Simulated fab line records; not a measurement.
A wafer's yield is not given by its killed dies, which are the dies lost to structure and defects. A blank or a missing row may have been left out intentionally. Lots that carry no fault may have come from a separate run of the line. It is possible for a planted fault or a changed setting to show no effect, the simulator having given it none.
fab line records | flow nandHarc
record lots=5 | wafers=15 | lastDay=33
route steps=1302 shown A_CONTACT@989 END@1302
lots that met no fault: taken from a fault-free run of the same line
startH: hours from the record's opening day to when the first of the lot's shown wafers began | waitH: hours since the lot's step before | " identical to the entry in the row above | L1.1+2: several wafers, shown together as one row | - either no value or no given start | * or withheld: withheld | < > ~ a bound
route shown NAME@n: names a module that has steps shown in the file, with the first one's number in the route | usual: mean/standard deviation taken from wafers without a fault | same: alike in all rows | chamber/n: place in a boat | sites: each site's reading | _std_site: standard deviation of those values | _edge_site: inner sites' mean taken away from outer sites' mean | radiusMm: for every site, how far away it sits from the centre of the wafer | mask NAME#n: copy n | behind: the tool/chamber that last shaped the wafer | hold: the reason the lot was held/the length of the hold in hours/how it ended | device: transistor that didn't switch, given as n, p or np | end of line: tests run on the same wafers once the route is complete | a step without rows: its recipe alone | killed: at the first sort, the dies lost to defects and structure; wafer yield is something else | map: the dies of a wafer, with x for killed, . for not killed, _ for no die there
set.NAME: the setting the step ran with; set.NAME@STEP: the setting that earlier step ran with | model.NAME: the simulator's own value behind a step, which no gauge read
certain route steps with their lots: each step a table, each wafer a row
services: from which hour (startH, from the record's first day; less than 0 if before it) a tool's chamber was out of use, for how many hours, and why
## steps
# step NHARC_A_CONTACT_COAT_34
# recipe tempC=260 | timeS=75
# step NHARC_A_CONTACT_COAT_35
# recipe tempC=225 | timeS=65
# step NHARC_A_CONTACT_COAT_36
# recipe spinRpm=1500 | resistThkNm=90
# step NHARC_A_CONTACT_SOFTBAKE_37
# recipe tempC=105 | timeS=55
# step NHARC_A_CONTACT_EBR_38
# step NHARC_A_CONTACT_EXPOSE_39
# recipe na=1.35 | sigmaOuter=0.8 | doseMj=58.79 | maskId=A_CC_3
# step NHARC_A_CONTACT_PEB_40
# recipe pebTempC=100 | pebTimeS=65
# step NHARC_A_CONTACT_DEVELOP_41
# recipe developTimeS=35 | devTempC=23
# step NHARC_A_CONTACT_CD_MEAS_42
# recipe targetCdNm=300 | landingEnergyEv=500
# usual cdNm=299.9/0.6
# same landingEnergyEv=500
lot.wafer | tool     | chamber | startH | waitH | cdNm
L715.2    | cdSem-01 | 0       | 501.42 | -     | 300.4
L715.4    | "        | 0       | "      | "     | 300.3
L715.5    | "        | 0       | "      | "     | 299.3
L714.3    | cdSem-01 | 0       | 501.94 | -     | 299.2
L714.4    | "        | 0       | "      | "     | 299.4
L714.6    | "        | 0       | "      | "     | 299.5
L718.1    | cdSem-02 | 0       | 526.42 | -     | 299.5
L718.2    | "        | 0       | "      | "     | 299.9
L718.5    | "        | 0       | "      | "     | 299.7
L734.2    | cdSem-03 | 0       | 705.69 | -     | 299.3
L734.3    | "        | 0       | "      | "     | 299.6
L734.6    | "        | 0       | "      | "     | 298.6
L736.2    | cdSem-01 | 0       | 726.33 | -     | 299.6
L736.5    | "        | 0       | "      | "     | 300.8
L736.6    | "        | 0       | "      | "     | 300.0
# step NHARC_A_CONTACT_OVL_MEAS_43
# usual overlayXNm=0.0/0.79 | overlayYNm=0.1/0.81
lot.wafer | tool       | chamber | startH | waitH | overlayXNm | overlayYNm
L715.2    | overlay-01 | -       | 501.51 | -     | 0.3        | -0.1
L715.4    | "          | -       | "      | "     | 0.5        | -0.3
L715.5    | "          | -       | "      | "     | 0.2        | -0.7
L714.3    | overlay-02 | -       | 502.02 | -     | -0.7       | 0.0
L714.4    | "          | -       | "      | "     | -0.6       | 0.9
L714.6    | "          | -       | "      | "     | -0.8       | 0.6
L718.1    | overlay-02 | -       | 526.51 | -     | 0.5        | 0.4
L718.2    | "          | -       | "      | "     | 0.2        | -0.1
L718.5    | "          | -       | "      | "     | 0.0        | -0.5
L734.2    | overlay-02 | -       | 705.78 | -     | -1.0       | 0.6
L734.3    | "          | -       | "      | "     | -0.9       | 0.4
L734.6    | "          | -       | "      | "     | -0.2       | 0.3
L736.2    | overlay-02 | -       | 726.41 | -     | -1.5       | 0.0
L736.5    | "          | -       | "      | "     | -1.4       | -0.5
L736.6    | "          | -       | "      | "     | -1.6       | -0.6
# step NHARC_A_CONTACT_INSPECT_44
# usual rawDefectCount=81/34
lot.wafer | tool             | chamber | startH | waitH | rawDefectCount
L715.2    | defectInspect-02 | -       | 501.54 | 0.0   | 36
L715.4    | "                | -       | "      | "     | 50
L715.5    | "                | -       | "      | "     | 54
L714.3    | defectInspect-01 | -       | 502.06 | 0.0   | 77
L714.4    | "                | -       | "      | "     | 72
L714.6    | "                | -       | "      | "     | 74
L718.1    | defectInspect-01 | -       | 526.55 | 0.0   | 18
L718.2    | "                | -       | "      | "     | 13
L718.5    | "                | -       | "      | "     | 22
L734.2    | defectInspect-02 | -       | 705.81 | 0.0   | 29
L734.3    | "                | -       | "      | "     | 35
L734.6    | "                | -       | "      | "     | 31
L736.2    | defectInspect-01 | -       | 726.45 | 0.0   | 58
L736.5    | "                | -       | "      | "     | 71
L736.6    | "                | -       | "      | "     | 52
# step NHARC_A_CONTACT_DESCUM_47
# recipe timeS=3 | o2FlowSccm=200 | arFlowSccm=0 | biasPowerW=0 | chemistry=O2
# usual chamberPressureMTorr=60.00/0.056 | drypumpMotorCurrentA=5.8/0.56 | mfcArSccm=0.020/0.016 | o2FlowSccm=200.0/0.59 | oesProductAu=1.002/0.015 | rfVppV=57.7/0.83 | showerheadPlenumPTorr=1.89/0.067 | throttleValvePct=11.310/0.0088
lot.wafer | tool       | chamber | startH | waitH | chamberPressureMTorr | drypumpMotorCurrentA | mfcArSccm | o2FlowSccm | oesProductAu | rfHoursCounterH | rfVppV | showerheadPlenumPTorr | throttleValvePct
L715.4    | rieDiel-06 | 3       | 501.61 | 0.1   | 60.08                | 6.5                  | 0.038     | 200.3      | 1.009        | 1               | 58.2   | 1.95                  | 11.296
L715.2    | "          | 0       | "      | "     | 59.99                | 5.0                  | 0         | 199.8      | 1.017        | 1               | 57.2   | 1.90                  | 11.315
L715.5    | "          | 3       | "      | "     | 60.05                | 6.5                  | 0.038     | 199.1      | 1.015        | -               | 56.2   | 1.95                  | 11.303
L714.4    | rieDiel-06 | 2       | 502.12 | 0.1   | 59.99                | 5.6                  | 0.042     | 200.9      | 0.983        | 1               | 57.8   | 1.80                  | 11.305
L714.3    | "          | 3       | "      | "     | 59.95                | 6.5                  | 0.038     | 200.3      | 1.010        | 1               | 57.7   | 1.95                  | 11.306
L714.6    | "          | 3       | "      | "     | 60.08                | 6.5                  | 0.038     | 199.8      | 1.021        | -               | 58.2   | 1.95                  | 11.311
L718.2    | rieDiel-01 | 2       | 526.62 | 0.1   | 60.04                | 5.2                  | 0.022     | 201.1      | 1.004        | 39              | 57.5   | 1.90                  | 11.305
L718.1    | "          | 3       | "      | "     | 60.02                | 5.6                  | 0         | 199.8      | 1.019        | 46              | 57.6   | 1.87                  | 11.320
L718.5    | "          | 2       | "      | "     | 60.01                | 5.3                  | 0.022     | 200.8      | 1.003        | -               | 57.7   | 1.90                  | 11.315
L734.3    | rieDiel-06 | 2       | 705.89 | 0.1   | 59.94                | 5.6                  | 0.042     | 199.4      | 1.000        | 6               | 57.1   | 1.79                  | 11.294
L734.2    | "          | 3       | "      | "     | 59.93                | 6.5                  | 0.038     | 199.8      | 0.988        | 5               | 58.5   | 1.94                  | 11.319
L734.6    | "          | 0       | "      | "     | 60.00                | 5.0                  | 0         | 198.8      | 0.999        | -               | 57.7   | 1.89                  | 11.301
L736.2    | rieDiel-13 | 2       | 726.53 | 0.1   | 60.04                | 5.9                  | 0.026     | 200.8      | 1.005        | 7               | 57.6   | 1.83                  | 11.309
L736.5    | "          | 0       | "      | "     | 60.02                | 5.4                  | 0.026     | 200.6      | 1.018        | -               | 58.2   | 1.90                  | 11.304
L736.6    | "          | 1       | "      | "     | 60.02                | 5.6                  | 0.008     | 199.9      | 1.025        | -               | 57.7   | 1.83                  | 11.317
# step NHARC_A_CONTACT_ETCH_48
# recipe targetDepthA=390 | overEtchFrac=0.3 | timeS=65 | ionEnergyEv=80 | cf4FlowSccm=150 | arFlowSccm=0 | rfW=300 | biasW=100 | chemistry=CF4
# usual chamberPressureMTorr=50.01/0.05 | drypumpMotorCurrentA=5.8/0.57 | mfcArSccm=0.019/0.016 | oesProductAu=1.002/0.014 | rfVppV=151.1/1.1 | runLengthS=86.2/0.45 | showerheadPlenumPTorr=1.75/0.057 | throttleValvePct=13.286/0.0093
lot.wafer | tool       | chamber | startH | waitH | chamberPressureMTorr | drypumpMotorCurrentA | mfcArSccm | oesProductAu | rfHoursCounterH | rfVppV | runLengthS | showerheadPlenumPTorr | throttleValvePct
L715.4    | rieDiel-06 | 2       | 501.70 | 0.1   | 49.98                | 5.6                  | 0.042     | 0.986        | 1               | 149.0  | 87.1       | 1.67                  | 13.292
L715.2    | "          | 3       | "      | "     | 49.95                | 6.5                  | 0.038     | 1.008        | 1               | 151.6  | 85.8       | 1.80                  | 13.285
L715.5    | "          | 0       | "      | "     | 49.97                | 5.0                  | 0         | 1.017        | -               | 150.2  | 86.2       | 1.76                  | 13.284
L714.3    | rieDiel-06 | 0       | 502.21 | 0.1   | 49.99                | 5.0                  | 0         | 0.999        | 1               | 152.1  | 86.4       | 1.76                  | 13.273
L714.4    | "          | 2       | "      | "     | 50.05                | 5.6                  | 0.042     | 0.978        | 1               | 150.8  | 86.6       | 1.67                  | 13.274
L714.6    | "          | 0       | "      | "     | 50.03                | 5.0                  | 0         | 0.997        | -               | 150.5  | 86.8       | 1.76                  | 13.267
L718.1    | rieDiel-01 | 0       | 526.70 | 0.1   | 50.03                | 6.3                  | 0         | 1.047        | 48              | 149.2  | 86.2       | 1.70                  | 13.290
L718.2    | "          | 1       | "      | "     | 50.01                | 4.8                  | 0.021     | 0.982        | 43              | 151.4  | 85.8       | 1.74                  | 13.296
L718.5    | "          | 3       | "      | "     | 50.02                | 5.6                  | 0         | 1.026        | -               | 149.7  | 86.6       | 1.73                  | 13.281
L734.2    | rieDiel-06 | 2       | 705.96 | 0.1   | 49.99                | 5.6                  | 0.042     | 1.010        | 6               | 150.3  | 87.1       | 1.66                  | 13.277
L734.3    | "          | 0       | "      | "     | 50.03                | 5.0                  | 0         | 0.998        | 6               | 152.4  | 69.0       | 1.75                  | 13.294
L734.6    | "          | 2       | "      | "     | 49.92                | 5.6                  | 0.042     | 1.008        | -               | 151.3  | 86.8       | 1.66                  | 13.288
L736.2    | rieDiel-13 | 0       | 726.60 | 0.1   | 49.94                | 5.4                  | 0.026     | 1.016        | 9               | 151.2  | 85.7       | 1.75                  | 13.276
L736.5    | "          | 3       | "      | "     | 49.92                | 6.2                  | 0.023     | 1.015        | -               | 149.7  | 85.9       | 1.72                  | 13.284
L736.6    | "          | 0       | "      | "     | 50.00                | 5.4                  | 0.026     | 1.016        | -               | 150.0  | 85.8       | 1.75                  | 13.283
# step NHARC_A_CONTACT_ETCH_49
# recipe targetDepthA=2600 | overEtchFrac=0.3 | timeS=475.3 | ionEnergyEv=200 | n2FlowSccm=150 | h2FlowSccm=150 | arFlowSccm=0 | rfW=400 | biasW=150 | chemistry=N2/H2
# usual chamberPressureMTorr=29.998/0.027 | drypumpMotorCurrentA=5.8/0.58 | mfcArSccm=0.019/0.016 | oesProductAu=1.000/0.014 | rfVppV=430.1/2.2 | runLengthS=496.5/0.4 | showerheadPlenumPTorr=2.02/0.073 | throttleValvePct=14.171/0.0092
lot.wafer | tool       | chamber | startH | waitH | chamberPressureMTorr | drypumpMotorCurrentA | mfcArSccm | oesProductAu | rfHoursCounterH | rfVppV | runLengthS | showerheadPlenumPTorr | throttleValvePct
L715.4    | rieDiel-06 | 2       | -      | -     | 30.003               | 5.6                  | 0.042     | 1.000        | 1               | 427.1  | 497.3      | 1.92                  | 14.175
L715.2    | "          | 0       | "      | "     | 29.959               | 5.0                  | 0         | 1.006        | 1               | 429.5  | 496.7      | 2.02                  | 14.163
L715.5    | "          | 2       | "      | "     | 29.980               | 5.6                  | 0.042     | 0.991        | -               | 426.7  | 497.2      | 1.92                  | 14.171
L714.4    | rieDiel-06 | 1       | -      | -     | 30.030               | 6.2                  | 0.008     | 0.991        | 2               | 431.9  | 496.4      | 2.14                  | 14.189
L714.3    | "          | 3       | "      | "     | 30.000               | 6.5                  | 0.038     | 0.998        | 2               | 430.6  | 495.9      | 2.08                  | 14.178
L714.6    | "          | 0       | "      | "     | 29.964               | 5.0                  | 0         | 0.989        | -               | 433.3  | 496.5      | 2.02                  | 14.187
L718.2    | rieDiel-01 | 0       | -      | -     | 29.979               | 6.3                  | 0         | 1.035        | 49              | 428.2  | 496.6      | 1.95                  | 14.174
L718.1    | "          | 1       | "      | "     | 29.975               | 4.8                  | 0.021     | 0.986        | 43              | 429.3  | 496.2      | 2.01                  | 14.173
L718.5    | "          | 0       | "      | "     | 30.001               | 6.3                  | 0         | 1.039        | -               | 428.8  | 496.6      | 1.95                  | 14.179
L734.3    | rieDiel-06 | 3       | -      | -     | 30.034               | 6.5                  | 0.038     | 0.986        | 5               | 430.8  | 495.8      | 2.07                  | 14.168
L734.2    | "          | 1       | "      | "     | 30.010               | 6.3                  | 0.008     | 0.994        | 7               | 431.5  | 496.6      | 2.13                  | 14.163
L734.6    | "          | 2       | "      | "     | 30.014               | 5.6                  | 0.042     | 1.005        | -               | 426.7  | 497.2      | 1.91                  | 14.153
L736.2    | rieDiel-13 | 3       | -      | -     | 29.985               | 6.3                  | 0.023     | 1.022        | 10              | 428.9  | 496.2      | 1.97                  | 14.184
L736.6    | "          | 0       | "      | "     | 29.947               | 5.3                  | 0.026     | 1.011        | -               | 430.0  | 495.9      | 2.02                  | 14.159
L736.5    | "          | 1       | "      | "     | 30.001               | 5.7                  | 0.008     | 1.028        | -               | 428.2  | 496.9      | 1.95                  | 14.171
# step NHARC_END_SORT_01
# recipe tempC=25
# usual killedAtArray=55/17 | killedAtOther=0.9/1.2 | killedAtPeriphery=3.7/2.5 | killedDies=59/18 | killedOpen=3.4/1.9 | killedShort=2.6/1.6
# same grossDies=677
lot.wafer | tool      | chamber | startH | waitH | killedAtArray | killedAtOther | killedAtPeriphery | killedDies | killedOpen | killedShort
L734.3    | prober-02 | 0       | 780.43 | 3.1   | 111           | 0             | 3                 | 114        | 3          | 1
# killed by level:class
L734.3 A_CONTACT:areaEtch=82 A_CHANNEL_HOLE_D1:chamberFilmFlake=9 A_SLIT:chamberFilmFlake=6 A_DECK1_JOINT:chamberFilmFlake=3 A_CHANNEL_HOLE_D2:chamberFilmFlake=3 P_M1:chamberFilmFlake=2 A_CONTACT:chamberFilmFlake=2 P_M0:geometricParticle:open=1
# map L734.3 (x killed, . not)
____________x____________
_________.x....._________
_______xxx....xx.x_______
______x.xx......x.x______
_____xx..xxxx.....x._____
____.................____
____..............xx.____
___........x..........___
___...............x.x.___
__....x.............xxx__
__................x....__
_....x.............x.xxx_
_.....................xx_
_.......x..x......x..xx._
_..........x.....x...x.x_
_......x..........x...x._
.........x...x.....x....x
.......xxx.........xxxx.x
........x.........x.....x
........................x
.......................xx
_...................xx.._
_xx................x...x_
_..........x.........x.x_
_..x...x...........x...x_
_x.........x...x.....x.x_
__x.......x....xx.x...x__
__.............xxx..x..__
___...................___
___..........x.......x___
____........x..x...x.____
____x.....xx.....x.x.____
_____.....x.x.x..x.x_____
______.....x.......______
_______x.........._______
_________......x_________
____________x____________
# map L714.3 (x killed, . not)
____________.____________
_________......._________
_______..........._______
______.............______
_____..............._____
____.................____
____.................____
___...................___
___...................___
__.....................__
__....x.......x........__
_.....x................._
_..x..........x........._
_..x.x.x.......xx......._
_...xx..x..x.x.........._
_......xxxx.x..........._
....xx.xx.xx....x........
....x.xxxx.x.............
....x.xxxx...............
......xxxxx....x.........
......xx.x...............
_.....xx.x.............._
_........x.............._
_..x.xx................._
_..........x............_
_.....................x._
__..................x..__
__.....................__
___...................___
___......x............___
____....x............____
____.................____
_____...x..........._____
______.............______
_______..........._______
_________..x...._________
____________.____________
## services
tool       | chamber | startH | hours | kind
rieDiel-06 | -       | 484.24 | 9.0   | pm
rieDiel-06 | 0       | 484.24 | 9.0   | ventCycle
rieDiel-06 | 1       | 484.24 | 9.0   | ventCycle
rieDiel-06 | 2       | 484.24 | 9.0   | ventCycle
rieDiel-06 | 3       | 484.24 | 9.0   | ventCycle
rieDiel-06 | 0       | 493.24 | -     | clean
rieDiel-06 | 1       | 493.24 | -     | clean
rieDiel-06 | 2       | 493.24 | -     | clean
rieDiel-06 | 3       | 493.24 | -     | clean
rieDiel-06 | 0       | 517.74 | -     | clean
rieDiel-06 | 1       | 517.74 | -     | clean
rieDiel-06 | 2       | 517.74 | -     | clean
rieDiel-06 | 3       | 517.74 | -     | clean
rieDiel-13 | -       | 519.00 | 9.0   | pm
rieDiel-01 | -       | 539.76 | 0.4   | repair
rieDiel-06 | 0       | 542.24 | -     | clean
rieDiel-06 | 1       | 542.24 | -     | clean
rieDiel-01 | -       | 560.59 | 9.0   | pm
rieDiel-06 | 2       | 586.16 | 8.3   | repair
rieDiel-13 | 3       | 648.51 | 3.9   | repair
rieDiel-06 | -       | 661.24 | 9.0   | pm
rieDiel-01 | 1       | 671.97 | 9.8   | repair
rieDiel-13 | -       | 696.00 | 9.0   | pm
rieDiel-01 | 3       | 716.07 | 5.5   | repair
## key
firstSign step=NHARC_A_CONTACT_ETCH_48 | reading=runLengthS | direction=down | sigmas=38 | usual=* | struck=*
effect step=NHARC_END_SORT_01 | reading=killedAtArray | direction=up | sigmas=3.3 | usual=55 | struck=111
moreKillsBornAt NHARC_A_CONTACT_ETCH_48@rieDiel-06=82
metAt NHARC_A_CONTACT_ETCH_48
struckWafers L734.3
testerLeftOut L734
onsetBetween 502.21 705.96
fault kind=processParameterDrift | tool=rieDiel-06 | chamber=0 | onsetH=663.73 | steps=NHARC_A_CONTACT_ETCH_48 | channel=timeS | offset=* | shape=step | endH=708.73 | actsIn=* | stated=*
# testerLeftOut: of these lots the tester's yield and bins aren't shown, on N5 and GAA mostly nor the transistor test; their killed dies are dies lost to structure and defects alone, not to doping, threshold or leakage, so they don't give the yield
